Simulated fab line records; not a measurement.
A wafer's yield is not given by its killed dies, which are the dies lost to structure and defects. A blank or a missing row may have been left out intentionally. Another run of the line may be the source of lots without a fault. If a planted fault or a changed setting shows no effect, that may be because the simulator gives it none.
Split-lot study	flow n5Finfet	route with 1938 steps; 7 lots, 21 wafers read

== ON THE SPLIT ==
At N5_BEOL_M14_COAT_04 (resist thk 800 nm), the setting spinRpm was moved away from the recipe's 1704 rpm on 6 of the 21 wafers read, by -7.7% to +5.7%. For the rest of the wafers, this setting stayed at what the recipe calls for.

The reading is taken at the split's own step.

== THE READING ==
coat_of_BEOL_M14_COAT_04.thkNm (the simulator's own value, which no gauge read), in nm, at N5_BEOL_M14_COAT_04 (resist thk 800 nm). The file gives no usual value for it. Here, 15 wafers ran the recipe; their average is 801.2 nm with a standard deviation of 2.4 nm.

wafer	tool, chamber at the split	spinRpm as run, rpm	against the recipe	coat_of_BEOL_M14_COAT_04.thkNm, nm	against lot-mates on the recipe
L076.1	lithoTrack-01, 0	1704	recipe	798.2	-
L076.6	lithoTrack-01, 0	1704	recipe	798.2	-
L076.5	lithoTrack-01, 0	1704	recipe	799.4	-
L080.1	lithoTrack-03, 0	1704	recipe	798	-
L080.2	lithoTrack-03, 0	1801	+5.7%	779.6	-18.4
L080.6	lithoTrack-03, 0	1801	+5.7%	776.8	-21.2
L086.3	lithoTrack-03, 0	1704	recipe	799.6	-
L086.4	lithoTrack-03, 0	1581	-7.2%	829.2	+29.6
L086.5	lithoTrack-03, 0	1581	-7.2%	831	+31.4
L091.1	lithoTrack-01, 0	1572	-7.7%	833	+33.4
L091.3	lithoTrack-01, 0	1572	-7.7%	833.4	+33.8
L091.5	lithoTrack-01, 0	1704	recipe	799.6	-
L093.1	lithoTrack-01, 0	1704	recipe	800.2	-
L093.4	lithoTrack-01, 0	1704	recipe	802.2	-
L093.5	lithoTrack-01, 0	1704	recipe	805	-
L097.2	lithoTrack-03, 0	1704	recipe	802.8	-
L097.5	lithoTrack-03, 0	1704	recipe	801.8	-
L097.6	lithoTrack-03, 0	1704	recipe	800.6	-
L096.1	lithoTrack-02, 0	1704	recipe	803	-
L096.5	lithoTrack-02, 0	1704	recipe	805.4	-
L096.6	lithoTrack-02, 0	1704	recipe	804.4	-

THE FIT
A straight line over all 21 wafers: coat_of_BEOL_M14_COAT_04.thkNm changes by -4.06 nm for each +1% of spinRpm; r = -0.99; the points scatter about the line by 2.2 nm.
The same after taking each lot's own level away (the mean of its wafers on the recipe; 21 wafers): -4.06 nm for each +1%; r = -0.99; scatter 1.6 nm.
Per that fit: largest spinRpm move, reading shift of 31 nm.
Measured against the standard deviation above, the lots' own levels, which go from 798.00 to 804.27 nm, span 2.6 times it.
The two slopes agree, so the slope changes little with the lot-to-lot level.
Check: for one of the wafers moved furthest among these (-7.7%), held out of the fit, the line's prediction against its lot-mates is +31.7 nm. It came out at +33.4 nm against them.

== OTHER SPLITS APPLIED TO THESE WAFERS ==
Other splits were also applied to these wafers ahead of the reading. Each is held against what the fit with the lots' levels taken away leaves over:
other split on the same wafers	wafers away from the commonest value	r with coat_of_BEOL_M14_COAT_04.thkNm (lot level and that fit taken away)
N5_BEOL_M12_ETCH_38 timeS	5	-0.20

== FILE'S OWN FIT ==
coat_of_BEOL_M14_COAT_04.thkNm changes by -4.1 nm for each +1% of spinRpm, r = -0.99.
